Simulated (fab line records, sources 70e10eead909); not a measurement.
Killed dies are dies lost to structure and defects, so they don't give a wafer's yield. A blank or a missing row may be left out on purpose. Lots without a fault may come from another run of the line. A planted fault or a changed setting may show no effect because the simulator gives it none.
fab line records | flow nand_harc
record lots=5 wafers=15 last_day=24
route steps=1159 shown P_M0@263 P_M1@285 END@1159
lots that met no fault: from a run of the same line without faults
start_h: hours from the record's first day to the start of the lot's first wafer shown | wait_h: hours since the lot's step before | " the same as in the row above | L1.1+2: a row that stands for several wafers | - no value, or no start given | * or withheld: withheld | < > ~ a bound
route shown NAME@n: a module of which the file shows steps, and the number in the route of the first | usual: mean/standard deviation of fault-free wafers | same: alike in all rows | chamber/n: place in a boat | sites: the reading at each site | _std_site: their standard deviation | _edge_site: outer sites' mean less inner sites' | radius_mm: how far each site lies from the wafer's centre | mask NAME#n: copy n | behind: the tool/chamber that last shaped the wafer | hold: why the lot was held/for how many hours/how that ended | device: the transistor (n, p or np) that didn't switch | end of line: the same wafers' tests at the end of the route | a step without rows: its recipe alone | killed: dies lost to structure and defects at the first sort, not the wafer's yield | map: a wafer's dies, x killed, . not, _ none there
set.NAME: the setting as run; set.NAME@STEP: as run at that earlier step | model.NAME: the simulator's own value behind a step, which no gauge read
lots at some steps of the route; a table a step, a row a wafer
services: from which hour (start_h, from the record's first day; less than 0 if before it) a tool's chamber was out of use, for how many hours, and why
## steps
# step NHARC_P_M0_CD_MEAS_09
# recipe target_cd_nm=90 landing_energy_ev=500
# usual cd_nm=90.0/0.51
# columns lot.wafer tool chamber start_h wait_h cd_nm
L590.1 cd_sem-02 0 132.48 - 89.7
L590.2 " 0 " " 89.5
L590.3 " 0 " " 90.1
L595.2 cd_sem-01 0 162.98 - 90.3
L595.3 " 0 " " 90.2
L595.4 " 0 " " 91.1
L596.1 cd_sem-02 0 163.52 - 90.3
L596.2 " 0 " " 90.4
L596.6 " 0 " " 89.8
L605.1 cd_sem-03 0 222.10 - 91.2
L605.2 " 0 " " 90.4
L605.5 " 0 " " 90.4
L610.1 cd_sem-03 0 255.23 - 89.2
L610.2 " 0 " " 89.5
L610.4 " 0 " " 89.9
# step NHARC_P_M0_OVL_MEAS_10
# recipe pitch_nm=180
# usual overlay_x_nm=0.1/0.89 overlay_y_nm=0.1/0.75
# columns lot.wafer tool chamber start_h wait_h overlay_x_nm overlay_y_nm
L590.1 overlay-01 - 132.57 - 0.9 -0.1
L590.2 " - " " 1.1 0.4
L590.3 " - " " 1.1 0.2
L595.2 overlay-01 - 163.07 - 0.7 -0.2
L595.3 " - " " 0.0 -0.5
L595.4 " - " " -0.2 -0.7
L596.1 overlay-02 - 163.61 - -0.4 -1.2
L596.2 " - " " 0.2 -0.3
L596.6 " - " " -0.2 -0.5
L605.1 overlay-01 - 222.19 - 0.8 0.7
L605.2 " - " " 0.8 0.6
L605.5 " - " " 1.0 0.1
L610.1 overlay-02 - 255.32 - 1.3 0.2
L610.2 " - " " 0.6 0.5
L610.4 " - " " 1.0 0.5
# step NHARC_P_M0_INSPECT_11
# usual raw_defect_count=3.8/2.2
# columns lot.wafer tool chamber start_h wait_h raw_defect_count
L590.1 defect_inspect-02 - 132.60 0.0 1
L590.2 " - " " 6
L590.3 " - " " 3
L595.2 defect_inspect-01 - 163.11 0.0 1
L595.3 " - " " 7
L595.4 " - " " 4
L596.1 defect_inspect-01 - 163.65 0.0 4
L596.2 " - " " 6
L596.6 " - " " 7
L605.1 defect_inspect-01 - 222.22 0.0 2
L605.2 " - " " 5
L605.5 " - " " 3
L610.1 defect_inspect-02 - 255.35 0.0 2
L610.2 " - " " 1
L610.4 " - " " 9
# step NHARC_P_M0_DESCUM_14
# recipe time_s=3 o2_flow_sccm=200 ar_flow_sccm=0 bias_power_w=0 chemistry=O2
# step NHARC_P_M0_ETCH_34
# recipe target_depth_a=400 overetch_a=120 time_s=43.94 ion_energy_ev=200 n2_flow_sccm=150 h2_flow_sccm=150 ar_flow_sccm=0 rf_w=400 bias_w=150 chemistry=N2/H2
# step NHARC_P_M0_ETCH_15
# recipe target_depth_a=1500 overetch_a=150 time_s=82.5 c4f8_flow_sccm=withheld ar_flow_sccm=400 rf_w=600 bias_w=300 chemistry=C4F8/Ar
# step NHARC_P_M0_CD_MEAS_16
# usual cd_nm=89.8/0.66
# columns lot.wafer tool chamber start_h wait_h cd_nm
L590.1 cd_sem-02 - 133.01 - 88.7
L590.2 " - " " 89.7
L590.3 " - " " 89.3
L595.2 cd_sem-03 - 163.47 - 89.5
L595.3 " - " " 88.4
L595.4 " - " " 90.2
L596.1 cd_sem-03 - 164.01 - 90.7
L596.2 " - " " 90.2
L596.6 " - " " 89.9
L605.1 cd_sem-02 - 222.59 - 91.5
L605.2 " - " " 90.5
L605.5 " - " " 90.4
L610.1 cd_sem-03 - 255.71 - 89.4
L610.2 " - " " 89.2
L610.4 " - " " 90.1
# step NHARC_P_M0_STRIP_18
# recipe power_w=1000 n2_flow_sccm=150 h2_flow_sccm=150 ar_flow_sccm=0 bias_w=0 chemistry=N2/H2
# step NHARC_P_M0_STRIP_19
# recipe time_s=600 temp_c=30 chemistry=post_etch_residue_remover
# step NHARC_P_M0_DEGAS_28
# recipe temp_c=250 time_s=60
# step NHARC_P_M0_PRE_CLEAN_29
# recipe time_s=30 temp_c=280 gas=H2/He
# usual heater_power_w=407/36
# columns lot.wafer tool chamber start_h wait_h heater_power_w
L590.2 pvd_sputter-01 - - - 394
L590.1 " - " " 342
L590.3 " - " " 406
L595.4 pvd_sputter-02 - - - 353
L595.3 " - " " 444
L595.2 " - " " 475
L596.1 pvd_sputter-03 - - - 384
L596.2 " - " " 430
L596.6 " - " " 412
L605.1 pvd_sputter-01 - - - 408
L605.2 " - " " 356
L605.5 " - " " 403
L610.4 pvd_sputter-03 - - - 384
L610.1 " - " " 418
L610.2 " - " " 422
# step NHARC_P_M0_PVD_20
# recipe target_thk_a=50 bias_v=168.6 power_w=15000 chamber_pressure_pa=0.12 time_s=8.06 substrate_temp_c=50 material=TaN
# usual throttle_valve_pct=30.2/1.5
# columns lot.wafer tool chamber start_h wait_h throttle_valve_pct
L590.2 pvd_sputter-01 - - - 27.0
L590.1 " - " " 28.8
L590.3 " - " " 31.4
L595.4 pvd_sputter-02 - - - 30.4
L595.2 " - " " 30.3
L595.3 " - " " 30.6
L596.1 pvd_sputter-03 - - - 33.3
L596.2 " - " " 29.3
L596.6 " - " " 33.5
L605.2 pvd_sputter-01 - - - 31.5
L605.1 " - " " 27.3
L605.5 " - " " 29.0
L610.1 pvd_sputter-03 - - - 29.1
L610.4 " - " " 29.9
L610.2 " - " " 33.3
# step NHARC_P_M0_PVD_21
# recipe target_thk_a=300 chamber_pressure_pa=5 power_w=5000 substrate_temp_c=30 time_s=20.49 material=Cu
# usual throttle_valve_pct=30.2/1.4
# columns lot.wafer tool chamber start_h wait_h throttle_valve_pct
L590.1 pvd_sputter-01 - 133.92 - 29.5
L590.2 " - " " 26.7
L590.3 " - " " 28.7
L595.2 pvd_sputter-02 - 164.32 - 30.2
L595.4 " - " " 30.1
L595.3 " - " " 30.4
L596.1 pvd_sputter-03 - 164.86 - 30.7
L596.2 " - " " 29.9
L596.6 " - " " 30.9
L605.2 pvd_sputter-01 - 223.46 - 28.9
L605.1 " - " " 27.5
L605.5 " - " " 31.1
L610.1 pvd_sputter-03 - 256.74 - 30.1
L610.2 " - " " 33.4
L610.4 " - " " 29.3
# step NHARC_P_M0_ECD_22
# recipe target_thk_a=4000 bath_temp_c=25 material=Cu
# step NHARC_P_M0_ANNEAL_30
# recipe temp_c=225 time_s=90
# step NHARC_P_M0_CMP_23
# recipe t_overpolish_s=20 target_thk_nm=117.53
# step NHARC_P_M0_SRD_25
# step NHARC_P_M0_INSPECT_27
# usual raw_defect_count=329/130
# columns lot.wafer tool chamber start_h wait_h raw_defect_count
L590.1 defect_inspect-01 - 135.49 0.0 318
L590.2 " - " " 570
L590.3 " - " " 436
L595.2 defect_inspect-02 - 165.64 0.0 153
L595.3 " - " " 303
L595.4 " - " " 343
L596.1 defect_inspect-01 - 166.18 0.0 252
L596.2 " - " " 267
L596.6 " - " " 540
L605.1 defect_inspect-01 - 224.79 0.0 255
L605.2 " - " " 331
L605.5 " - " " 439
L610.1 defect_inspect-01 - 258.07 0.0 338
L610.2 " - " " 159
L610.4 " - " " 221
# step NHARC_P_M0_PRE_CLEAN_31
# recipe time_s=12 temp_c=370 rf_power_w=300 gas=NH3
# usual heater_power_w=647/86
# columns lot.wafer tool chamber start_h wait_h heater_power_w
L590.1 pecvd-02 0 135.56 0.1 639
L590.2 " 1 " " 571
L590.3 " 2 " " 522
L595.3 pecvd-03 1 165.71 0.1 774
L595.2 " 0 " " 669
L595.4 " 2 " " 730
L596.2 pecvd-02 0 166.26 0.1 582
L596.1 " 1 " " 567
L596.6 " 0 " " 584
L605.2 pecvd-03 1 224.87 0.1 781
L605.1 " 2 " " 805
L605.5 " 0 " " 712
L610.1 pecvd-02 2 258.13 0.1 584
L610.2 " 1 " " 624
L610.4 " 2 " " 596
# step NHARC_P_M0_DEP_32
# recipe target_thk_a=300 temp_c=370 target_thk_nm=30 pressure_torr=3 flow_sccm=200 rf_w=450 material=SiCN
# usual heater_power_w=592/87
# columns lot.wafer tool chamber start_h wait_h heater_power_w
L590.1 pecvd-02 0 135.64 0.1 554
L590.2 " 1 " " 509
L590.3 " 2 " " 586
L595.3 pecvd-03 1 165.79 0.1 715
L595.2 " 0 " " 614
L595.4 " 2 " " 664
L596.2 pecvd-02 0 166.37 0.1 587
L596.1 " 1 " " 590
L596.6 " 0 " " 585
L605.2 pecvd-03 1 224.95 0.1 634
L605.1 " 2 " " 782
L605.5 " 0 " " 581
L610.1 pecvd-02 2 258.21 0.1 524
L610.2 " 1 " " 536
L610.4 " 2 " " 528
# step NHARC_P_M1_DEP_00
# recipe target_thk_a=1825 target_thk_nm=182.5 temp_c=withheld pressure_torr=5 flow_sccm=200 rf_w=600 material=SiOC
# step NHARC_P_M1_DEHYDRATE_01
# recipe temp_c=150 time_s=120
# step NHARC_P_M1_HMDS_02
# recipe time_s=30
# step NHARC_P_M1_COAT_34
# recipe temp_c=200 time_s=65
# step NHARC_P_M1_COAT_03
# recipe spin_rpm=1500 resist_thk_nm=90
# step NHARC_P_M1_SOFTBAKE_04
# recipe temp_c=105 time_s=55
# step NHARC_P_M1_EBR_05
# step NHARC_P_M1_EXPOSE_06
# recipe na=1.35 target_cd_nm=130 dose_mj=81.88 mask_id=P_M1
# step NHARC_P_M1_PEB_07
# recipe peb_temp_c=100 peb_time_s=65
# step NHARC_P_M1_DEVELOP_08
# recipe develop_time_s=35 dev_temp_c=23
# step NHARC_P_M1_CD_MEAS_09
# recipe target_cd_nm=130 landing_energy_ev=500
# usual cd_nm=130.2/0.76
# columns lot.wafer tool chamber start_h wait_h cd_nm
L590.1 cd_sem-01 0 136.86 - 129.6
L590.2 " 0 " " 129.2
L590.3 " 0 " " 130.2
L595.2 cd_sem-02 0 167.03 - 131.0
L595.3 " 0 " " 130.7
L595.4 " 0 " " 131.4
L596.1 cd_sem-03 0 167.62 - 130.4
L596.2 " 0 " " 129.2
L596.6 " 0 " " 129.8
L605.1 cd_sem-01 0 226.17 - 130.6
L605.2 " 0 " " 131.2
L610.1 cd_sem-01 0 259.60 - 130.7
L610.2 " 0 " " 129.9
L610.4 " 0 " " 130.2
# step NHARC_P_M1_OVL_MEAS_10
# recipe pitch_nm=260
# usual overlay_x_nm=0.0/0.79 overlay_y_nm=0.5/1.1
# columns lot.wafer tool chamber start_h wait_h overlay_x_nm overlay_y_nm
L590.1 overlay-02 - 136.95 - 0.6 -0.6
L590.2 " - " " 0.7 -0.2
L590.3 " - " " 0.7 -0.3
L595.2 overlay-02 - 167.12 - -1.8 -0.1
L595.3 " - " " -1.2 0.1
L595.4 " - " " -1.3 -0.1
L596.1 overlay-02 - 167.70 - -0.2 -0.2
L596.2 " - " " -0.6 -0.4
L596.6 " - " " -0.1 -0.7
L605.1 overlay-01 - 226.26 - 0.0 0.1
L605.2 " - " " 0.6 0.5
L610.1 overlay-01 - 259.68 - 0.1 2.1
L610.2 " - " " -0.3 2.3
L610.4 " - " " -0.1 2.0
# step NHARC_P_M1_INSPECT_11
# usual raw_defect_count=4.0/2.1
# columns lot.wafer tool chamber start_h wait_h raw_defect_count
L590.1 defect_inspect-02 - 136.99 0.0 4
L590.2 " - " " 1
L590.3 " - " " 4
L595.2 defect_inspect-02 - 167.16 0.0 3
L595.3 " - " " 7
L595.4 " - " " 1
L596.1 defect_inspect-02 - 167.74 0.0 1
L596.2 " - " " 2
L596.6 " - " " 7
L605.1 defect_inspect-01 - 226.30 0.0 0
L605.2 " - " " 6
L610.1 defect_inspect-02 - 259.72 0.0 2
L610.2 " - " " 3
L610.4 " - " " 6
# step NHARC_P_M1_DESCUM_14
# recipe time_s=3 o2_flow_sccm=200 ar_flow_sccm=0 bias_power_w=0 chemistry=O2
# usual drypump_motor_current_A=5.6/0.45 oes_product_au=0.996/0.013 rf_vpp_V=57.8/0.82 showerhead_plenum_p_Torr=1.92/0.077 throttle_valve_pct=11.312/0.0097
# columns lot.wafer tool chamber start_h wait_h drypump_motor_current_A oes_product_au rf_hours_counter_h rf_vpp_V showerhead_plenum_p_Torr throttle_valve_pct
L590.3 rie_diel-13 1 137.06 0.1 5.2 0.981 0.7 58.4 1.86 11.309
L590.2 " 2 " " 5.3 1.008 0.7 58.5 2.05 11.296
L590.1 " 3 " " 5.1 1.015 0.8 57.6 1.93 11.319
L595.2 rie_diel-08 3 167.23 0.1 6.4 0.994 1.9 57.2 1.94 11.312
L595.4 " 0 " " 5.8 1.010 2.8 59.2 2.01 11.307
L595.3 " 1 " " 5.3 1.016 2.8 57.1 1.83 11.307
L596.2 rie_diel-13 0 167.80 0.1 5.9 0.986 1.6 57.7 1.98 11.306
L596.1 " 3 " " 5.1 1.005 1.5 59.4 1.93 11.308
L596.6 " 1 " " 5.2 0.980 - 57.5 1.86 11.329
L605.1 rie_diel-01 1 226.37 0.1 5.5 0.991 4.6 56.7 1.83 11.320
L605.2 " 2 " " 6.6 0.986 4.1 58.5 1.92 11.306
L610.2 rie_diel-01 3 259.78 0.1 5.5 1.006 7.6 57.8 1.86 11.323
L610.4 " 0 " " 5.2 1.029 7.8 57.2 1.95 11.304
L610.1 " 1 " " 5.5 0.988 7.0 58.7 1.83 11.299
# step NHARC_P_M1_ETCH_35
# recipe target_depth_a=400 overetch_a=120 time_s=43.94 ion_energy_ev=200 n2_flow_sccm=150 h2_flow_sccm=150 ar_flow_sccm=0 rf_w=400 bias_w=150 chemistry=N2/H2
# step NHARC_P_M1_ETCH_15
# recipe target_depth_a=1825 time_s=91.2 c4f8_flow_sccm=withheld ar_flow_sccm=400 rf_w=600 bias_w=300 chemistry=C4F8/Ar
# step NHARC_P_M1_CD_MEAS_16
# usual cd_nm=130.2/0.93
# columns lot.wafer tool chamber start_h wait_h cd_nm
L590.1 cd_sem-03 - 137.35 - 129.9
L590.2 " - " " 128.2
L590.3 " - " " 130.5
L595.2 cd_sem-01 - 167.53 - 130.2
L595.3 " - " " 130.3
L595.4 " - " " 131.3
L596.1 cd_sem-01 - 168.11 - 130.2
L596.2 " - " " 129.0
L596.6 " - " " 129.1
L605.1 cd_sem-02 - 226.67 - 130.8
L605.2 " - " " 131.5
L610.1 cd_sem-01 - 260.09 - 130.3
L610.2 " - " " 130.2
L610.4 " - " " 129.6
# step NHARC_P_M1_STRIP_18
# recipe power_w=1000 n2_flow_sccm=150 h2_flow_sccm=150 ar_flow_sccm=0 bias_w=0 chemistry=N2/H2
# step NHARC_P_M1_ETCH_28
# recipe target_depth_a=300 over_etch_frac=0.3 time_s=72.99 ion_energy_ev=150 cf4_flow_sccm=50 n2_flow_sccm=100 ar_flow_sccm=150 rf_w=300 bias_w=100 chemistry=CF4/N2
# step NHARC_P_M1_STRIP_19
# recipe time_s=600 temp_c=30 chemistry=post_etch_residue_remover
# step NHARC_END_SORT_01
# recipe temp_c=25
# usual defect_limited_yield=95.6/1.6 killed_at_array=26/11 killed_at_other=0.6/1 killed_at_periphery=3.1/2.1 killed_dies=30/11 killed_open=3.4/1.8 killed_short=2.1/1.5 sort_bin_2_pct=1.3/0.64 sort_bin_3_pct=0.25/0.23 sort_bin_4_pct=2.8/1.1 sort_n_pass=647/11 sort_rim_yield_pct=95.8/2.7 sort_yield_pct=95.6/1.6
# same gross_dies=677 sort_bin_5_pct[%]=0 sort_bin_6_pct[%]=0 sort_bin_7_pct[%]=0 sort_bin_8_pct[%]=0 sort_rim_n_gross=106.00
# columns lot.wafer tool chamber start_h wait_h hold defect_limited_yield[%] killed_at_array killed_at_other killed_at_periphery killed_dies killed_open killed_short sort_bin_2_pct[%] sort_bin_3_pct[%] sort_bin_4_pct[%] sort_n_pass sort_rim_yield_pct[%] sort_yield_pct[%]
L590.1 prober-01 0 449.56 2.5 - 96.0 25 0 2 27 3 2 1.0 0.15 2.8 650 97.2 96.0
L590.2 prober-01 0 450.37 2.8 - 96.5 23 0 1 24 7 2 1.0 0 2.5 653 97.2 96.5
L590.3 prober-01 0 451.17 3.1 - 94.5 35 0 2 37 3 1 1.5 0.15 3.8 640 96.2 94.5
L596.1 prober-01 0 486.65 2.5 - 96.5 20 1 3 24 3 2 0.7 0.15 2.7 653 97.2 96.5
L596.2 prober-01 0 487.46 2.8 - 96.8 15 2 5 22 5 3 1.3 0 1.9 655 98.1 96.8
L596.6 prober-01 0 490.70 4.0 - 95.7 23 2 4 29 2 2 1.2 0.44 2.7 648 100.0 95.7
L595.2 prober-02 0 487.46 2.8 - 96.6 21 0 2 23 6 1 0.9 0 2.5 654 96.2 96.6
L595.3 prober-02 0 488.28 3.1 - 97.6 12 0 4 16 6 1 0.3 0 2.1 661 98.1 97.6
L595.4 prober-02 0 489.10 3.5 - 97.5 16 0 1 17 2 0 1.5 0 1.0 660 98.1 97.5
L605.1 prober-02 0 548.41 2.5 await_dispo/3.8h/release 94.2 38 0 1 39 1 1 3.2 0.15 2.4 638 98.1 94.2
L605.2 prober-02 0 549.22 2.8 await_dispo/3.8h/release 93.1 41 2 4 47 3 3 3.0 0 4.0 630 89.6 93.1
L605.5 prober-02 0 551.64 3.7 await_dispo/3.8h/release 0 60 0 617 677 5 2 93.1 0.74 6.2 0 0 0
L610.1 prober-02 0 569.65 2.5 - 97.2 19 0 0 19 1 2 0.7 0.15 1.9 658 97.2 97.2
L610.2 prober-02 0 570.43 2.8 - 97.2 19 0 0 19 0 1 0.7 0.15 1.9 658 95.3 97.2
L610.4 prober-02 0 572.00 3.4 - 96.6 18 0 5 23 3 1 0.7 0.30 2.4 654 93.4 96.6
# killed by level:class
L590.1 A_SLIT:chamber_film_flake=10 A_CONTACT:chamber_film_flake=7 A_CHANNEL_HOLE_D1:chamber_film_flake=3 A_M0:geometric_particle:open=2 P_CONTACT:geometric_particle:open=1 P_M1:geometric_particle:short=1 A_WL_FILL:geometric_particle:short=1 A_WL_FILL:chamber_film_flake=1
L590.2 A_SLIT:chamber_film_flake=9 A_SOURCE_PLATE:geometric_particle:open=2 A_CHANNEL_FILL_D1:geometric_particle:open=2 A_CHANNEL_HOLE_D1:chamber_film_flake=2 A_CONTACT:chamber_film_flake=2 P_M0:geometric_particle:open=1 A_WL_FILL:geometric_particle:short=1 A_WL_FILL:geometric_particle:open=1
L590.3 A_SLIT:chamber_film_flake=9 A_CONTACT:chamber_film_flake=9 A_CHANNEL_HOLE_D1:chamber_film_flake=4 A_M0:chamber_film_flake=4 A_ZERO_WELL:chamber_film_flake=2 A_WL_FILL:chamber_film_flake=2 A_ONON_D1:geometric_particle:open=1 A_WL_FILL:geometric_particle:open=1
L596.1 A_CHANNEL_HOLE_D1:chamber_film_flake=13 A_CONTACT:chamber_film_flake=3 P_M1:geometric_particle:open=2 A_ONON_D1:geometric_particle:short=1 A_CHANNEL_FILL_D1:geometric_particle:short=1 A_CONTACT:geometric_particle:open=1 P_CONTACT:chamber_film_flake=1 A_WL_FILL:chamber_film_flake=1
L595.2 A_CHANNEL_HOLE_D1:chamber_film_flake=4 A_M0:geometric_particle:open=3 A_CHANNEL_FILL_D1:chamber_film_flake=3 A_WL_FILL:chamber_film_flake=3 A_CONTACT:chamber_film_flake=3 P_M0:geometric_particle:open=1 A_ONON_D1:geometric_particle:open=1 A_SGD_CUT:geometric_particle:short=1
L596.2 A_CHANNEL_HOLE_D1:chamber_film_flake=9 P_M0:geometric_particle:open=2 THIN_TSV:chamber_film_flake=2 P_CONTACT:geometric_particle:short=1 P_CONTACT:geometric_particle:open=1 A_SOURCE_PLATE:geometric_particle:short=1 A_SGD_CUT:geometric_particle:short=1 A_CONTACT:geometric_particle:open=1
L595.3 A_ZERO_WELL:chamber_film_flake=3 A_CONTACT:geometric_particle:open=2 P_GATE:chamber_film_flake=2 A_CHANNEL_HOLE_D1:chamber_film_flake=2 P_GATE:geometric_particle:open=1 A_WL_FILL:geometric_particle:short=1 A_WL_FILL:geometric_particle:open=1 A_M0:geometric_particle:open=1
L595.4 A_CHANNEL_HOLE_D1:chamber_film_flake=5 A_CONTACT:chamber_film_flake=4 A_WL_FILL:chamber_film_flake=2 A_WL_FILL:geometric_particle:open=1 A_BLC:geometric_particle:open=1 P_GATE:chamber_film_flake=1 A_ZERO_WELL:chamber_film_flake=1 A_STAIRCASE:chamber_film_flake=1
L596.6 A_CHANNEL_HOLE_D1:chamber_film_flake=19 A_CONTACT:chamber_film_flake=2 THIN_TSV:chamber_film_flake=2 P_CONTACT:geometric_particle:short=1 P_M0:geometric_particle:open=1 A_CHANNEL_FILL_D1:geometric_particle:short=1 A_WL_FILL:geometric_particle:open=1 P_ZERO_WELL:chamber_film_flake=1
L605.1 A_SLIT:chamber_film_flake=19 A_CHANNEL_HOLE_D1:chamber_film_flake=9 A_STAIRCASE:chamber_film_flake=3 A_CHANNEL_FILL_D1:chamber_film_flake=3 A_CONTACT:chamber_film_flake=2 P_M0:geometric_particle:open=1 A_WL_FILL:geometric_particle:short=1 A_WL_FILL:chamber_film_flake=1
L605.2 A_CHANNEL_HOLE_D1:chamber_film_flake=16 A_SLIT:chamber_film_flake=12 A_CONTACT:chamber_film_flake=6 A_CHANNEL_FILL_D1:chamber_film_flake=2 THIN_TSV:chamber_film_flake=2 P_CONTACT:geometric_particle:open=1 P_M0:geometric_particle:open=1 P_M1:geometric_particle:short=1
L605.5 P_M0:area_pvd=616 A_CHANNEL_HOLE_D1:chamber_film_flake=25 A_SLIT:chamber_film_flake=18 A_CONTACT:chamber_film_flake=7 A_CONTACT:geometric_particle:open=2 A_BLC:geometric_particle:open=2 P_STI:geometric_particle:short=1 A_ONON_D1:geometric_particle:open=1
L610.1 A_CHANNEL_HOLE_D1:chamber_film_flake=9 A_STAIRCASE:chamber_film_flake=3 A_SLIT:chamber_film_flake=2 A_WL_FILL:geometric_particle:short=1 A_WL_FILL:geometric_particle:open=1 A_BLC:geometric_particle:short=1 A_CONTACT:chamber_film_flake=1 A_M0:chamber_film_flake=1
L610.2 A_CHANNEL_HOLE_D1:chamber_film_flake=9 A_STAIRCASE:chamber_film_flake=4 A_CONTACT:chamber_film_flake=3 A_WL_FILL:chamber_film_flake=2 A_SGD_CUT:geometric_particle:short=1
L610.4 A_CHANNEL_HOLE_D1:chamber_film_flake=4 A_STAIRCASE:chamber_film_flake=3 A_M0:chamber_film_flake=3 P_GATE:chamber_film_flake=2 A_SLIT:chamber_film_flake=2 A_WL_FILL:chamber_film_flake=2 P_GATE:geometric_particle:open=1 P_M0:geometric_particle:open=1
# map L605.5 (x killed, . not)
____________x____________
_________xxxxxxx_________
_______xxxxxxxxxxx_______
______xxxxxxxxxxxxx______
_____xxxxxxxxxxxxxxx_____
____xxxxxxxxxxxxxxxxx____
____xxxxxxxxxxxxxxxxx____
___xxxxxxxxxxxxxxxxxxx___
___xxxxxxxxxxxxxxxxxxx___
__xxxxxxxxxxxxxxxxxxxxx__
__xxxxxxxxxxxxxxxxxxxxx__
_xxxxxxxxxxxxxxxxxxxxxxx_
_xxxxxxxxxxxxxxxxxxxxxxx_
_xxxxxxxxxxxxxxxxxxxxxxx_
_xxxxxxxxxxxxxxxxxxxxxxx_
_xxxxxxxxxxxxxxxxxxxxxxx_
xxxxxxxxxxxxxxxxxxxxxxxxx
xxxxxxxxxxxxxxxxxxxxxxxxx
xxxxxxxxxxxxxxxxxxxxxxxxx
xxxxxxxxxxxxxxxxxxxxxxxxx
xxxxxxxxxxxxxxxxxxxxxxxxx
_xxxxxxxxxxxxxxxxxxxxxxx_
_xxxxxxxxxxxxxxxxxxxxxxx_
_xxxxxxxxxxxxxxxxxxxxxxx_
_xxxxxxxxxxxxxxxxxxxxxxx_
_xxxxxxxxxxxxxxxxxxxxxxx_
__xxxxxxxxxxxxxxxxxxxxx__
__xxxxxxxxxxxxxxxxxxxxx__
___xxxxxxxxxxxxxxxxxxx___
___xxxxxxxxxxxxxxxxxxx___
____xxxxxxxxxxxxxxxxx____
____xxxxxxxxxxxxxxxxx____
_____xxxxxxxxxxxxxxx_____
______xxxxxxxxxxxxx______
_______xxxxxxxxxxx_______
_________xxxxxxx_________
____________x____________
# map L590.3 (x killed, . not)
____________.____________
_________......._________
_______..........._______
______x........x.x.______
_____............x.x_____
____.................____
____......x..........____
___..............x.x..___
___...............xx..___
__....x.x...x.....xxx..__
__.....................__
_...................x..._
_..........x............_
_......................._
_...........xx.........._
_.....................x._
.........x...............
.......x.............x...
.........................
.........................
........x................
_.......x........x....x._
_....x.................x_
_......................._
_...xx.................._
_......................._
__.....................__
__.....................__
___..x.....x..........___
___........x..........___
____.........x.......____
____.................____
_____..........x...._____
______.............______
_______..........._______
_________......._________
____________.____________
## services
# columns tool chamber start_h hours kind
pecvd-03 - 111.02 13.0 pm
rie_diel-08 - 124.81 9.0 pm
rie_diel-01 - 134.60 1.0 repair
rie_diel-01 - 137.80 9.0 pm
rie_diel-13 - 144.04 0.3 repair
rie_diel-01 2 151.45 9.2 repair
pecvd-02 - 153.15 13.0 pm
pecvd-02 0 153.15 13.0 vent_cycle
pecvd-02 1 153.15 13.0 vent_cycle
pecvd-02 2 153.15 13.0 vent_cycle
pvd_sputter-01 - 158.02 10.0 pm
pecvd-02 0 166.15 - clean
rie_diel-13 - 171.83 0.7 repair
pvd_sputter-02 - 193.95 2.5 repair
pecvd-03 0 199.42 6.3 repair
rie_diel-08 1 205.09 8.1 repair
pvd_sputter-03 - 205.34 8.3 repair
rie_diel-08 3 208.89 9.3 repair
pvd_sputter-02 - 214.03 10.0 pm
rie_diel-08 3 229.92 1.3 repair
rie_diel-13 - 232.58 0.3 repair
rie_diel-08 0 240.69 1.9 repair
rie_diel-13 2 250.93 8.0 repair
pvd_sputter-01 - 256.19 12.6 repair
## key
first_sign step=NHARC_END_SORT_01 reading=killed_at_periphery direction=up sigmas=99+ usual=3.1 struck=617
effect step=NHARC_END_SORT_01 reading=sort_bin_2_pct direction=up sigmas=99+ usual=1.3 struck=93.1
more_kills_born_at NHARC_P_M0_PVD_21@pvd_sputter-01=616
met_at NHARC_P_M0_PVD_21
struck_wafers L605.5
later_rows_left_out L605.5
fault kind=process_parameter_drift tool=pvd_sputter-01 chamber=- onset_h=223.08 steps=NHARC_P_M0_PVD_21 channel=target_thk_a offset=* shape=step end_h=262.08 acts_in=* stated=* scope=struck_wafers_only
# later_rows_left_out: the simulator's readings of these wafers behind a module that went badly wrong aren't trusted and aren't shown, but for the sort
